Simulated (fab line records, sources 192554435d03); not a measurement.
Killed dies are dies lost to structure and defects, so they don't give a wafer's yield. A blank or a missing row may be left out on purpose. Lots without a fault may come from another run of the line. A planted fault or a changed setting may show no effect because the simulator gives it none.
Chamber matching | flow n5_finfet | N5_ILD0_LINER_00 on ald_sin-02: 4 sister chambers
The step material SiNx, target thk 4 nm, pulse time 1 s, purge time 2 s. 4 wafers are shown with their chamber, then 9 later ones without.

WAFERS WITH THEIR CHAMBER
wafer  | chamber | heater_power_w (W)
L082.5 | 1       | 787
L094.2 | 2       | 777
L094.4 | 0       | 992
L094.6 | 3       | 949

WAFERS WITHOUT THEIR CHAMBER
wafer  | heater_power_w (W)
L095.1 | 802
L095.2 | 803
L095.3 | 935
L095.4 | 995
L095.5 | 805
L095.6 | 929
L097.3 | 809
L097.4 | 819
L097.5 | 814

WHICH CHAMBER EACH WENT THROUGH
wafer  | from the rows above     | in truth
L095.1 | can't be placed: 1 or 2 | 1
L095.2 | can't be placed: 1 or 2 | 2
L095.3 | 3                       | 3
L095.4 | 0                       | 0
L095.5 | can't be placed: 1 or 2 | 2
L095.6 | 3                       | 3
L097.3 | can't be placed: 1 or 2 | 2
L097.4 | can't be placed: 1 or 2 | 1
L097.5 | can't be placed: 1 or 2 | 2
Placed correctly: 3 of 9. Can't be placed from these rows: 6 (the true chamber is among the candidates in 6). Placed wrongly: 0.
How it was worked out, from the rows above alone: a wafer's distance from a chamber is the root of the sum, over the readings, of the square of ((its reading less the chamber's mean) divided by the reading's scatter). The wafer belongs to the nearest chamber; if the next one is less than 2 further off, it can't be placed. A chamber's mean is the mean of its shown wafers. The scatter: with one shown wafer a chamber, the root of the mean of the squares of how far each hidden wafer lies from its nearest shown one.
